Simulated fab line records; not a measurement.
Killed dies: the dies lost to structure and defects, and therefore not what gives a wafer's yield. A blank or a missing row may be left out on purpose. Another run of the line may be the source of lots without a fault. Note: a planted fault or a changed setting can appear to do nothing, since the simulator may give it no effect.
Matching of chambers / flow n5Finfet / 4 sister chambers for N5_HKMG_FIN_STRIP_57 on rieDiel-01
The step strips in CF4. 4 wafers are shown with their chamber, then 7 later ones without.

## WAFERS WITH THEIR CHAMBER
wafer=L195.3; chamber=0; drypumpMotorCurrentA (A)=5.3
wafer=L195.6; chamber=1; drypumpMotorCurrentA (A)=5.5
wafer=L197.1; chamber=2; drypumpMotorCurrentA (A)=5.2
wafer=L197.2; chamber=3; drypumpMotorCurrentA (A)=6.2

## WAFERS WITHOUT THEIR CHAMBER
wafer=L197.6; drypumpMotorCurrentA (A)=5.2
wafer=L208.1; drypumpMotorCurrentA (A)=6.2
wafer=L208.4; drypumpMotorCurrentA (A)=5.3
wafer=L208.5; drypumpMotorCurrentA (A)=5.1
wafer=L211.3; drypumpMotorCurrentA (A)=6.2
wafer=L211.5; drypumpMotorCurrentA (A)=5.3
wafer=L211.6; drypumpMotorCurrentA (A)=5.4

## WHICH CHAMBER EACH WENT THROUGH
wafer=L197.6; from the rows above=can't be placed: 2 or 0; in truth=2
wafer=L208.1; from the rows above=3; in truth=3
wafer=L208.4; from the rows above=can't be placed: 0 or 2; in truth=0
wafer=L208.5; from the rows above=can't be placed: 2 or 0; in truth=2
wafer=L211.3; from the rows above=3; in truth=3
wafer=L211.5; from the rows above=can't be placed: 0 or 2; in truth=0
wafer=L211.6; from the rows above=can't be placed: 1 or 0 or 2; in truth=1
Placed correctly: 2 of 7. From these rows, 5 cannot be placed; in 5 the true chamber is one of the candidates. Number placed wrongly: 0.
How it was worked out, from the rows above alone: a wafer's distance from a chamber is the root of the sum, over the readings, of the square of ((its reading less the chamber's mean) divided by the reading's scatter). The wafer belongs to the nearest chamber; if the next one is less than 2 further off, it can't be placed. For every chamber, the mean is computed from those of its wafers that are shown. The scatter (one wafer shown for each chamber): square how far every hidden wafer sits from the nearest shown wafer, average those squares and take the square root.
